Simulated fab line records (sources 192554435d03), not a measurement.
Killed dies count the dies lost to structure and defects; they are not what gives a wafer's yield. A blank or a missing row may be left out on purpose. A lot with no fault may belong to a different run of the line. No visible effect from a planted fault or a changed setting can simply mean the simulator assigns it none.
fab line records	flow n5_finfet
record: lots: 24	wafers: 72	last_day: 18
route steps=1938 shown BEOL_M10@1502 BEOL_M11@1552 BEOL_M12@1613
lots that met no fault: from a run of the same line without faults
start_h: start of the lot's first displayed wafer, in hours after the record's first day	wait_h: hours since the lot's step before	" the same as in the row above	L1.1+2: a single row standing in for several wafers	- value missing, or start not given	* or withheld: withheld	< > ~ a bound
route shown NAME@n: a module of which the file shows steps, and the number in the route of the first	usual: mean/standard deviation of fault-free wafers	same: alike in all rows	chamber/n: place in a boat	sites: the reading at each site	_std_site: standard deviation of those values	_edge_site: inner sites' mean taken away from outer sites' mean	radius_mm: how far each site lies from the wafer's centre	mask NAME#n: copy n	behind: the last tool/chamber to shape the wafer	hold: why the lot went on hold/how many hours it stayed there/how the hold came to an end	device: whichever transistor did not switch (one of n, p or np)	end of line: tests run on the same wafers once the route is complete	a step without rows: its recipe alone	killed: the dies lost at the first sort to structure and to defects; this is not the yield of the wafer	map: a wafer's dies, x killed, . not, _ none there
set.NAME: the setting the step ran with; set.NAME@STEP: the setting that earlier step ran with	model.NAME: the simulator's own value behind a step, which no gauge read
one table for each step of the route and one row for each wafer, over a sample of lots
services: from which hour (start_h, from the record's first day; less than 0 if before it) a tool's chamber was out of use, for how many hours, and why
== steps ==
step: N5_BEOL_M10_CD_MEAS_28
recipe: target_cd_nm: 70	landing_energy_ev: 500	detector: se_inlens	polarity: opening
usual: cd_nm: 69.2/0.95
lot.wafer	tool	chamber	start_h	wait_h	cd_nm
L074.3	cd_sem-03	0	214.61	-	68.7
L074.4	"	0	"	"	69.3
L074.5	"	0	"	"	70.0
L075.2	cd_sem-01	0	224.69	-	68.3
L075.5	"	0	"	"	69.6
L075.6	"	0	"	"	69.0
L076.1	cd_sem-03	0	241.07	-	69.8
L076.4	"	0	"	"	68.6
L076.6	"	0	"	"	67.9
L080.3	cd_sem-03	0	253.95	-	67.9
L080.4	"	0	"	"	69.7
L080.5	"	0	"	"	68.8
L077.3	cd_sem-02	0	259.91	-	71.2
L077.5	"	0	"	"	70.5
L077.6	"	0	"	"	70.0
L079.3	cd_sem-03	0	260.08	-	67.8
L079.4	"	0	"	"	67.1
L079.6	"	0	"	"	67.8
L078.1	cd_sem-01	0	260.24	-	70.1
L078.2	"	0	"	"	69.7
L078.5	"	0	"	"	68.6
L083.2	cd_sem-02	0	264.68	-	70.5
L083.5	"	0	"	"	70.5
L083.6	"	0	"	"	70.1
L082.2	cd_sem-01	0	264.84	-	68.5
L082.3	"	0	"	"	69.4
L082.6	"	0	"	"	70.5
L081.1	cd_sem-01	0	272.54	-	69.7
L081.5	"	0	"	"	70.3
L081.6	"	0	"	"	69.7
L084.1	cd_sem-01	0	291.69	-	68.2
L084.3	"	0	"	"	68.0
L084.4	"	0	"	"	68.0
L085.1	cd_sem-02	0	297.86	-	70.8
L085.4	"	0	"	"	71.3
L085.6	"	0	"	"	70.5
L086.1	cd_sem-01	0	304.87	-	68.8
L086.3	"	0	"	"	69.5
L086.5	"	0	"	"	70.4
L088.1	cd_sem-01	0	308.48	-	68.4
L088.3	"	0	"	"	69.8
L088.4	"	0	"	"	69.2
L087.1	cd_sem-02	0	311.99	-	68.6
L087.4	"	0	"	"	68.3
L087.5	"	0	"	"	68.5
L089.1	cd_sem-03	0	326.62	-	69.2
L089.4	"	0	"	"	68.7
L089.5	"	0	"	"	69.8
L090.1	cd_sem-03	0	330.20	-	70.3
L090.2	"	0	"	"	69.2
L090.5	"	0	"	"	69.9
L091.2	cd_sem-03	0	332.30	-	70.1
L091.3	"	0	"	"	69.5
L091.6	"	0	"	"	69.3
L092.2	cd_sem-02	0	332.50	-	69.1
L092.3	"	0	"	"	69.5
L092.4	"	0	"	"	67.9
L093.1	cd_sem-03	0	340.83	-	69.0
L093.3	"	0	"	"	69.3
L093.6	"	0	"	"	69.0
L094.2	cd_sem-02	0	353.50	-	68.6
L094.3	"	0	"	"	69.3
L094.5	"	0	"	"	70.2
L095.1	cd_sem-02	0	353.66	-	68.7
L095.3	"	0	"	"	69.5
L095.4	"	0	"	"	69.0
L096.1	cd_sem-02	0	369.83	-	68.4
L096.3	"	0	"	"	69.4
L096.5	"	0	"	"	68.9
L097.1	cd_sem-01	0	372.55	-	69.0
L097.3	"	0	"	"	67.4
L097.5	"	0	"	"	68.1
step: N5_BEOL_M11_DESCUM_16
recipe: chemistry: O2	time_s: 7.9	source_power_w: 50	bias_power_w: 20	pressure_mtorr: 20	rf_frequency_hz: 2.712e+07	temp_c: 40	resist: CAR-ArF	o2_flow_sccm: 225
usual: drypump_motor_current_A: 5.9/0.4	o2_flow_sccm: 224.9/0.69	oes_product_au: 0.78/0.092	rf_vpp_V: 243.6/1.4	showerhead_plenum_p_Torr: 2.12/0.08	throttle_valve_pct: 20.40/0.25
lot.wafer	tool	chamber	start_h	wait_h	drypump_motor_current_A	o2_flow_sccm	oes_product_au	rf_hours_counter_h	rf_vpp_V	showerhead_plenum_p_Torr	throttle_valve_pct
L074.3	rie_diel-06	1	222.13	0.0	5.9	225.0	0.83	-	244.9	2.12	20.32
L074.4	"	3	"	"	6.3	225.3	0.78	-	243.2	2.11	20.43
L074.5	"	1	"	"	5.9	224.4	0.83	-	244.5	2.12	20.32
L075.2	rie_diel-06	1	230.30	0.0	5.9	225.2	0.82	61	241.9	2.12	20.33
L075.5	"	3	"	"	6.3	225.1	0.78	-	244.1	2.11	20.42
L075.6	"	2	"	"	6.4	224.7	0.70	-	244.7	2.09	20.50
L076.1	rie_diel-06	3	246.00	0.0	6.3	225.2	0.78	108	242.6	2.11	20.44
L076.4	"	3	"	"	6.3	223.7	0.78	-	243.1	2.11	20.45
L076.6	"	2	"	"	6.3	224.4	0.70	-	243.5	2.09	20.51
L080.3	rie_diel-06	1	261.59	0.3	5.8	225.0	0.80	73	242.8	2.11	20.34
L080.4	"	2	"	"	6.4	224.5	0.69	219	242.9	2.09	20.52
L080.5	"	2	"	"	6.4	224.2	0.70	-	244.3	2.09	20.52
L077.3	rie_diel-05	0	265.98	0.0	5.5	224.6	0.73	163	241.7	2.00	20.68
L077.5	"	1	"	"	6.1	225.8	0.69	-	239.7	1.96	20.06
L077.6	"	0	"	"	5.5	224.1	0.73	-	241.3	2.00	20.69
L078.1	rie_diel-05	0	266.24	0.1	5.6	224.6	0.74	163	243.4	2.00	20.68
L078.2	"	2	"	"	5.6	224.0	0.96	8	244.8	2.15	20.37
L078.5	"	1	"	"	6.1	225.8	0.69	-	241.6	1.96	20.06
L079.3	rie_diel-06	1	266.31	0.0	5.9	224.7	0.82	75	244.1	2.11	20.34
L079.4	"	2	"	"	6.3	223.8	0.70	220	241.0	2.09	20.50
L079.6	"	3	"	"	6.3	225.4	0.78	-	244.2	2.10	20.45
L083.2	rie_diel-01	2	271.59	0.0	6.4	225.0	0.72	201	241.0	1.98	20.24
L083.5	"	0	"	"	5.5	224.6	0.79	-	246.4	2.21	20.58
L083.6	"	1	"	"	6.3	224.4	0.77	-	245.5	2.19	20.14
L082.2	rie_diel-01	2	271.85	0.0	6.4	224.4	0.71	201	243.0	1.98	20.25
L082.3	"	1	"	"	6.3	225.9	0.77	180	244.2	2.19	20.12
L082.6	"	0	"	"	5.5	226.5	0.79	-	245.0	2.21	20.59
L081.1	rie_diel-01	0	280.39	0.0	5.5	226.0	0.78	101	245.8	2.21	20.59
L081.5	"	2	"	"	6.4	224.1	0.71	-	241.2	1.98	20.26
L081.6	"	3	"	"	5.7	226.0	0.70	-	243.8	2.15	20.38
L084.1	rie_diel-01	1	298.59	0.0	6.3	224.7	0.76	187	245.0	2.18	20.13
L084.3	"	2	"	"	6.4	225.3	0.71	208	241.7	1.98	20.27
L084.4	"	0	"	"	5.5	224.5	0.79	106	243.8	2.20	20.61
L085.1	rie_diel-06	2	305.98	0.4	6.3	226.0	0.69	231	241.2	2.08	20.53
L085.4	"	0	"	"	4.9	225.1	0.93	17	244.0	2.24	20.70
L085.6	"	0	"	"	4.9	225.2	0.94	-	244.9	2.24	20.69
L086.1	rie_diel-05	2	310.59	0.1	5.6	224.4	0.92	24	243.9	2.15	20.39
L086.3	"	1	"	"	6.1	224.7	1.01	0	244.6	2.22	19.72
L086.5	"	1	"	"	6.1	224.2	1.01	-	245.7	2.22	19.75
L088.1	rie_diel-05	1	314.38	0.0	6.1	223.9	1.00	1	246.2	2.22	19.74
L088.3	"	0	"	"	5.5	226.4	0.72	182	241.6	1.99	20.72
L088.4	"	2	"	"	5.6	224.1	0.91	25	243.8	2.15	20.41
L087.1	rie_diel-05	3	318.58	0.4	5.8	225.3	0.69	234	243.0	2.15	20.64
L087.4	"	2	"	"	5.6	225.3	0.93	26	243.7	2.15	20.38
L087.5	"	2	"	"	5.6	224.6	0.92	-	242.1	2.15	20.40
L089.1	rie_diel-05	0	331.79	0.5	5.5	224.7	0.72	187	240.9	1.99	20.70
L089.4	"	1	"	"	6.1	225.3	0.96	6	245.7	2.22	19.76
L089.5	"	3	"	"	5.8	225.5	0.69	-	244.2	2.15	20.65
L090.1	rie_diel-01	0	339.18	2.4	5.5	224.3	0.76	120	244.1	2.20	20.63
L090.2	"	3	"	"	5.7	224.8	0.69	246	244.7	2.14	20.42
L090.5	"	1	"	"	6.3	225.7	0.74	-	245.2	2.18	20.19
L091.2	rie_diel-01	2	339.81	2.7	6.4	224.7	0.71	222	242.1	1.97	20.30
L091.3	"	0	"	"	5.5	225.2	0.77	121	244.9	2.20	20.62
L091.6	"	1	"	"	6.3	225.8	0.74	-	243.8	2.18	20.18
L092.2	rie_diel-01	2	340.44	2.0	6.4	225.0	0.70	223	241.9	1.97	20.30
L092.3	"	1	"	"	6.3	224.0	0.74	202	245.3	2.18	20.19
L092.4	"	0	"	"	5.5	225.0	0.77	121	245.9	2.20	20.64
L093.1	rie_diel-05	0	346.34	0.0	5.5	225.6	0.71	194	241.6	1.99	20.73
L093.3	"	2	"	"	5.6	224.4	0.90	37	243.4	2.14	20.40
L093.6	"	2	"	"	5.6	224.0	0.89	-	243.7	2.14	20.40
L094.2	rie_diel-06	1	363.62	0.0	5.9	225.0	0.78	98	244.0	2.11	20.38
L094.3	"	3	"	"	6.3	224.1	0.74	137	243.7	2.10	20.47
L094.5	"	0	"	"	4.9	224.4	0.91	-	244.8	2.24	20.70
L095.1	rie_diel-06	2	363.97	0.0	6.4	225.1	0.68	244	243.9	2.08	20.55
L095.3	"	1	"	"	5.9	225.2	0.78	98	242.9	2.11	20.39
L095.4	"	0	"	"	4.9	225.6	0.91	29	246.6	2.24	20.70
L096.1	rie_diel-05	2	375.23	0.2	5.6	224.8	0.89	46	244.2	2.14	20.42
L096.3	"	1	"	"	6.1	225.0	0.92	20	244.5	2.21	19.77
L096.5	"	1	"	"	6.1	226.0	0.92	-	244.9	2.22	19.75
L097.1	rie_diel-01	3	379.12	0.0	5.8	225.4	1.03	0	244.0	2.14	20.01
L097.3	"	1	"	"	6.3	225.2	0.73	217	244.1	2.17	20.20
L097.5	"	0	"	"	5.5	224.8	0.76	-	244.7	2.19	20.64
step: N5_BEOL_M11_OVL_MEAS_29
recipe: points_per_wafer: 44
usual: V10_OVL: 0.1/0.68
lot.wafer	tool	chamber	start_h	wait_h	V10_OVL[nm]
L074.3	overlay-02	0	225.01	0.0	0.2
L074.4	"	0	"	"	0.4
L074.5	"	0	"	"	0.4
L075.2	overlay-02	0	234.21	0.0	-0.2
L075.5	"	0	"	"	0.2
L075.6	"	0	"	"	0.4
L076.1	overlay-02	0	246.79	0.0	0.2
L076.4	"	0	"	"	-0.3
L076.6	"	0	"	"	0.8
L080.3	overlay-01	0	264.58	0.0	0.2
L080.4	"	0	"	"	0.4
L080.5	"	0	"	"	-1.5
L078.1	overlay-02	0	269.35	0.0	-1.5
L078.2	"	0	"	"	-1.9
L078.5	"	0	"	"	0.1
L079.3	overlay-02	0	270.15	0.0	0.2
L079.4	"	0	"	"	-1.4
L079.6	"	0	"	"	-0.4
L077.3	overlay-02	0	270.32	0.0	-0.2
L077.5	"	0	"	"	-0.4
L077.6	"	0	"	"	0.0
L083.2	overlay-02	0	272.69	0.0	-0.2
L083.5	"	0	"	"	0.3
L083.6	"	0	"	"	-0.6
L082.2	overlay-02	0	272.86	0.0	0.1
L082.3	"	0	"	"	-0.4
L082.6	"	0	"	"	-0.2
L081.1	overlay-01	0	281.31	0.0	-0.4
L081.5	"	0	"	"	-1.3
L081.6	"	0	"	"	-1.0
L084.1	overlay-02	0	299.44	0.0	-0.1
L084.3	"	0	"	"	1.6
L084.4	"	0	"	"	1.9
L085.1	overlay-02	0	308.51	0.0	1.3
L085.4	"	0	"	"	1.1
L085.6	"	0	"	"	0.1
L086.1	overlay-01	0	313.00	0.0	0.7
L086.3	"	0	"	"	0.9
L086.5	"	0	"	"	0.9
L088.1	overlay-02	0	317.72	0.0	1.0
L088.3	"	0	"	"	0.5
L088.4	"	0	"	"	0.9
L087.1	overlay-02	0	322.59	0.0	0.9
L087.4	"	0	"	"	0.6
L087.5	"	0	"	"	0.7
L089.1	overlay-02	0	332.69	0.0	-0.3
L089.4	"	0	"	"	-0.8
L089.5	"	0	"	"	-0.6
L091.2	overlay-01	0	341.28	0.0	0.7
L091.3	"	0	"	"	0.6
L091.6	"	0	"	"	0.9
L090.1	overlay-01	0	341.45	0.0	0.1
L090.2	"	0	"	"	0.7
L090.5	"	0	"	"	0.4
L092.2	overlay-02	0	341.62	0.0	-1.1
L092.3	"	0	"	"	0.6
L092.4	"	0	"	"	0.1
L093.1	overlay-02	0	348.34	0.0	-0.4
L093.3	"	0	"	"	-1.1
L093.6	"	0	"	"	0.4
L094.2	overlay-02	0	364.75	0.0	0.1
L094.3	"	0	"	"	0.2
L094.5	"	0	"	"	1.1
L095.1	overlay-02	0	366.11	0.0	0.1
L095.3	"	0	"	"	-0.6
L095.4	"	0	"	"	-0.7
L096.1	overlay-01	0	377.88	0.0	0.7
L096.3	"	0	"	"	0.7
L096.5	"	0	"	"	0.8
L097.1	overlay-01	0	380.26	0.0	0.0
L097.3	"	0	"	"	0.5
L097.5	"	0	"	"	0.1
step: N5_BEOL_M11_CD_MEAS_35
recipe: target_cd_nm: 70	polarity: opening
usual: cd_nm: 70.1/0.83
lot.wafer	tool	chamber	start_h	wait_h	cd_nm
L074.3	cd_sem-02	-	226.01	0.0	71.0
L074.4	"	-	"	"	70.7
L074.5	"	-	"	"	70.2
L075.2	cd_sem-03	-	234.92	0.0	70.7
L075.5	"	-	"	"	69.8
L075.6	"	-	"	"	70.8
L076.1	cd_sem-02	-	247.66	0.0	70.2
L076.4	"	-	"	"	70.6
L076.6	"	-	"	"	70.4
L080.3	cd_sem-03	-	265.29	0.0	69.9
L080.4	"	-	"	"	69.8
L080.5	"	-	"	"	69.4
L078.1	cd_sem-01	-	270.05	0.0	69.8
L078.2	"	-	"	"	70.4
L078.5	"	-	"	"	70.4
L079.3	cd_sem-02	-	270.86	0.0	69.4
L079.4	"	-	"	"	69.6
L079.6	"	-	"	"	69.1
L077.3	cd_sem-01	-	271.03	0.0	69.4
L077.5	"	-	"	"	69.9
L077.6	"	-	"	"	69.5
L083.2	cd_sem-01	-	273.39	0.0	70.8
L083.5	"	-	"	"	70.1
L083.6	"	-	"	"	71.1
L082.2	cd_sem-02	-	273.66	0.0	71.3
L082.3	"	-	"	"	70.9
L082.6	"	-	"	"	71.2
L081.1	cd_sem-01	-	282.17	0.0	71.3
L081.5	"	-	"	"	70.9
L081.6	"	-	"	"	69.9
L084.1	cd_sem-01	-	300.29	0.0	70.4
L084.3	"	-	"	"	71.1
L084.4	"	-	"	"	70.1
L085.1	cd_sem-01	-	309.30	0.0	70.3
L085.4	"	-	"	"	70.2
L085.6	"	-	"	"	69.8
L086.1	cd_sem-02	-	313.75	0.0	71.5
L086.3	"	-	"	"	69.9
L086.5	"	-	"	"	71.3
L088.1	cd_sem-03	-	318.43	0.0	70.3
L088.3	"	-	"	"	70.1
L088.4	"	-	"	"	70.6
L087.1	cd_sem-01	-	323.29	0.0	70.7
L087.4	"	-	"	"	71.1
L087.5	"	-	"	"	70.2
L089.1	cd_sem-02	-	335.51	0.0	71.7
L089.4	"	-	"	"	70.5
L089.5	"	-	"	"	70.6
L091.2	cd_sem-03	-	342.31	0.0	70.0
L091.3	"	-	"	"	68.9
L091.6	"	-	"	"	69.0
L090.1	cd_sem-02	-	342.71	0.0	71.5
L090.2	"	-	"	"	70.9
L090.5	"	-	"	"	69.7
L092.2	cd_sem-02	-	342.98	0.0	68.6
L092.3	"	-	"	"	69.9
L092.4	"	-	"	"	70.1
L093.1	cd_sem-01	-	349.04	0.0	69.5
L093.3	"	-	"	"	68.3
L093.6	"	-	"	"	68.5
L094.2	cd_sem-02	-	365.45	0.0	69.3
L094.3	"	-	"	"	68.5
L094.5	"	-	"	"	68.7
L095.1	cd_sem-02	-	366.85	0.0	71.7
L095.3	"	-	"	"	70.3
L095.4	"	-	"	"	70.0
L096.1	cd_sem-02	-	378.58	0.0	69.3
L096.3	"	-	"	"	70.6
L096.5	"	-	"	"	70.0
L097.1	cd_sem-02	-	380.96	0.0	68.4
L097.3	"	-	"	"	69.4
L097.5	"	-	"	"	69.3
step: N5_BEOL_M12_OVL_MEAS_11
recipe: points_per_wafer: 44
usual: V11_OVL: 1/6.3
lot.wafer	tool	chamber	start_h	wait_h	V11_OVL[nm]
L074.3	overlay-02	0	230.43	0.0	0
L074.4	"	0	"	"	-10
L074.5	"	0	"	"	-10
L075.2	overlay-01	0	237.86	0.0	4
L075.5	"	0	"	"	3
L075.6	"	0	"	"	4
L076.1	overlay-01	0	250.70	0.0	8
L076.4	"	0	"	"	-2
L076.6	"	0	"	"	-4
L080.3	overlay-02	0	268.17	0.0	4
L080.4	"	0	"	"	8
L080.5	"	0	"	"	5
L079.3	overlay-02	0	273.65	0.0	9
L079.4	"	0	"	"	8
L079.6	"	0	"	"	7
L078.1	overlay-02	0	274.02	0.0	3
L078.2	"	0	"	"	3
L078.5	"	0	"	"	1
L077.3	overlay-01	0	274.30	0.0	9
L077.5	"	0	"	"	15
L077.6	"	0	"	"	7
L083.2	overlay-02	0	278.04	0.0	-10
L083.5	"	0	"	"	-3
L083.6	"	0	"	"	-8
L082.2	overlay-01	0	278.26	0.0	10
L082.3	"	0	"	"	-2
L082.6	"	0	"	"	2
L081.1	overlay-01	0	285.25	0.0	4
L081.5	"	0	"	"	5
L081.6	"	0	"	"	5
L084.1	overlay-01	0	303.45	0.0	-7
L084.3	"	0	"	"	-4
L084.4	"	0	"	"	-4
L085.1	overlay-01	0	312.28	0.0	-7
L085.4	"	0	"	"	0
L085.6	"	0	"	"	-1
L086.1	overlay-02	0	316.68	0.0	11
L086.3	"	0	"	"	5
L086.5	"	0	"	"	4
L088.1	overlay-02	0	321.24	0.0	-2
L088.3	"	0	"	"	1
L088.4	"	0	"	"	1
L087.1	overlay-02	0	328.72	0.0	-2
L087.4	"	0	"	"	1
L087.5	"	0	"	"	-2
L089.1	overlay-02	0	338.41	0.0	7
L089.4	"	0	"	"	-8
L089.5	"	0	"	"	10
L091.2	overlay-02	0	347.05	0.0	2
L091.3	"	0	"	"	3
L091.6	"	0	"	"	5
L090.1	overlay-01	0	347.21	0.0	8
L090.2	"	0	"	"	9
L090.5	"	0	"	"	13
L092.2	overlay-02	0	347.75	0.0	-3
L092.3	"	0	"	"	-2
L092.4	"	0	"	"	7
L093.1	overlay-01	0	352.35	0.0	11
L093.3	"	0	"	"	1
L093.6	"	0	"	"	9
L094.2	overlay-01	0	369.35	0.0	-5
L094.3	"	0	"	"	-9
L094.5	"	0	"	"	-6
L095.1	overlay-02	0	370.52	0.0	-4
L095.3	"	0	"	"	5
L095.4	"	0	"	"	4
L096.1	overlay-01	0	381.91	0.0	-8
L096.3	"	0	"	"	-7
L096.5	"	0	"	"	-8
L097.1	overlay-02	0	384.66	0.0	-6
L097.3	"	0	"	"	2
L097.5	"	0	"	"	2
step: N5_BEOL_M12_INSPECT_12
recipe: mode: adi	inspect_instrument: macro
usual: raw_defect_count: 2.0/1.4
lot.wafer	tool	chamber	start_h	wait_h	raw_defect_count
L074.3	defect_inspect-01	-	230.45	0.0	1
L074.4	"	-	"	"	3
L074.5	"	-	"	"	3
L075.2	defect_inspect-02	-	237.88	0.0	1
L075.5	"	-	"	"	4
L075.6	"	-	"	"	1
L076.1	defect_inspect-02	-	250.72	0.0	0
L076.4	"	-	"	"	5
L076.6	"	-	"	"	4
L080.3	defect_inspect-01	-	268.19	0.0	1
L080.4	"	-	"	"	1
L080.5	"	-	"	"	1
L079.3	defect_inspect-02	-	273.67	0.0	3
L079.4	"	-	"	"	1
L079.6	"	-	"	"	4
L078.1	defect_inspect-01	-	274.05	0.0	2
L078.2	"	-	"	"	2
L078.5	"	-	"	"	1
L077.3	defect_inspect-01	-	274.32	0.0	4
L077.5	"	-	"	"	0
L077.6	"	-	"	"	1
L083.2	defect_inspect-01	-	278.06	0.0	4
L083.5	"	-	"	"	1
L083.6	"	-	"	"	2
L082.2	defect_inspect-01	-	278.29	0.0	2
L082.3	"	-	"	"	1
L082.6	"	-	"	"	2
L081.1	defect_inspect-02	-	285.28	0.0	4
L081.5	"	-	"	"	1
L081.6	"	-	"	"	1
L084.1	defect_inspect-01	-	303.47	0.0	2
L084.3	"	-	"	"	2
L084.4	"	-	"	"	0
L085.1	defect_inspect-02	-	312.31	0.0	4
L085.4	"	-	"	"	1
L085.6	"	-	"	"	6
L086.1	defect_inspect-02	-	316.70	0.0	2
L086.3	"	-	"	"	2
L086.5	"	-	"	"	5
L088.1	defect_inspect-02	-	321.27	0.0	1
L088.3	"	-	"	"	1
L088.4	"	-	"	"	2
L087.1	defect_inspect-02	-	328.75	0.0	7
L087.4	"	-	"	"	3
L087.5	"	-	"	"	2
L089.1	defect_inspect-02	-	338.44	0.0	1
L089.4	"	-	"	"	4
L089.5	"	-	"	"	3
L091.2	defect_inspect-02	-	347.07	0.0	1
L091.3	"	-	"	"	1
L091.6	"	-	"	"	2
L090.1	defect_inspect-02	-	347.23	0.0	1
L090.2	"	-	"	"	5
L090.5	"	-	"	"	3
L092.2	defect_inspect-02	-	347.78	0.0	5
L092.3	"	-	"	"	3
L092.4	"	-	"	"	1
L093.1	defect_inspect-01	-	352.37	0.0	3
L093.3	"	-	"	"	1
L093.6	"	-	"	"	1
L094.2	defect_inspect-02	-	369.38	0.0	0
L094.3	"	-	"	"	1
L094.5	"	-	"	"	4
L095.1	defect_inspect-02	-	370.54	0.0	3
L095.3	"	-	"	"	0
L095.4	"	-	"	"	3
L096.1	defect_inspect-01	-	381.93	0.0	5
L096.3	"	-	"	"	2
L096.5	"	-	"	"	0
L097.1	defect_inspect-01	-	384.69	0.0	3
L097.3	"	-	"	"	1
L097.5	"	-	"	"	1
== services ==
tool	chamber	start_h	hours	kind
rie_diel-06	2	201.30	23.7	repair
rie_diel-06	3	202.27	7.3	repair
rie_diel-01	-	211.73	3.2	repair
rie_diel-05	2	220.81	-	clean
rie_diel-05	2	220.81	-	consumable_replace:focus_ring
rie_diel-05	2	220.81	17.9	scheduled_down
rie_diel-05	2	220.81	17.9	vent_cycle
rie_diel-06	0	226.90	-	clean
rie_diel-06	0	226.90	-	consumable_replace:focus_ring
rie_diel-06	0	226.90	-	consumable_replace:showerhead
rie_diel-06	0	226.90	20.7	scheduled_down
rie_diel-06	0	226.90	20.7	vent_cycle
rie_diel-01	-	243.61	0.2	repair
rie_diel-06	0	271.64	2.8	repair
rie_diel-05	1	280.56	-	clean
rie_diel-05	1	280.56	-	consumable_replace:focus_ring
rie_diel-05	1	280.56	-	consumable_replace:showerhead
rie_diel-05	1	280.56	29.9	scheduled_down
rie_diel-05	2	296.80	2.9	repair
rie_diel-06	3	316.56	4.0	repair
rie_diel-06	-	325.45	14.6	pm
rie_diel-01	-	336.07	0.2	repair
rie_diel-01	0	347.03	9.4	repair
rie_diel-05	1	366.67	2.3	repair
== key ==
fault none
